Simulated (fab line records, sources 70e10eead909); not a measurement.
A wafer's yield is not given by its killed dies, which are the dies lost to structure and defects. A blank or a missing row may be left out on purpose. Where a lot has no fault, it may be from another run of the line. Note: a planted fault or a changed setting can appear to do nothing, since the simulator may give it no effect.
Matching of chambers + flow nand-harc + 3 sister chambers for NHARC_A_STAIRCASE_DEP_156 on pecvd-02
The step deposits SiNx, target thk 50 nm. 3 wafers are shown with their chamber, then 12 later ones without.

EACH WAFER AND ITS CHAMBER
| wafer  | chamber | heater-power-w (W) |
|--------|---------|--------------------|
| L081.6 | 1       | 512                |
| L085.5 | 0       | 610                |
| L085.6 | 2       | 455                |

WAFERS MISSING THEIR CHAMBER
| wafer  | heater-power-w (W) |
|--------|--------------------|
| L089.2 | 588                |
| L089.3 | 568                |
| L089.4 | 448                |
| L087.2 | 581                |
| L087.5 | 560                |
| L087.6 | 413                |
| L094.1 | 466                |
| L094.2 | 569                |
| L094.4 | 467                |
| L097.2 | 619                |
| L097.4 | 621                |
| L097.6 | 511                |

CHAMBER TAKEN BY EACH
| wafer  | from the rows above     | in truth |
|--------|-------------------------|----------|
| L089.2 | can't be placed: 0 or 1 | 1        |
| L089.3 | can't be placed: 0 or 1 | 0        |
| L089.4 | 2                       | 2        |
| L087.2 | can't be placed: 0 or 1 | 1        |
| L087.5 | can't be placed: 1 or 0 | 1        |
| L087.6 | 2                       | 2        |
| L094.1 | can't be placed: 2 or 1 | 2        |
| L094.2 | can't be placed: 0 or 1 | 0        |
| L094.4 | can't be placed: 2 or 1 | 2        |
| L097.2 | 0                       | 0        |
| L097.4 | 0                       | 0        |
| L097.6 | can't be placed: 1 or 2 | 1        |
Correctly placed: 4 of 12. Unplaceable from these rows: 8, with the true chamber sitting among the candidates in 8. 0 placed wrongly.
How it was worked out, from the rows above alone: a wafer's distance from a chamber is the root of the sum, over the readings, of the square of ((its reading less the chamber's mean) divided by the reading's scatter). The wafer belongs to the nearest chamber; if the next one is less than 2 further off, it can't be placed. A chamber's mean is the mean of its shown wafers. The scatter: with one shown wafer a chamber, the root of the mean of the squares of how far each hidden wafer lies from its nearest shown one.
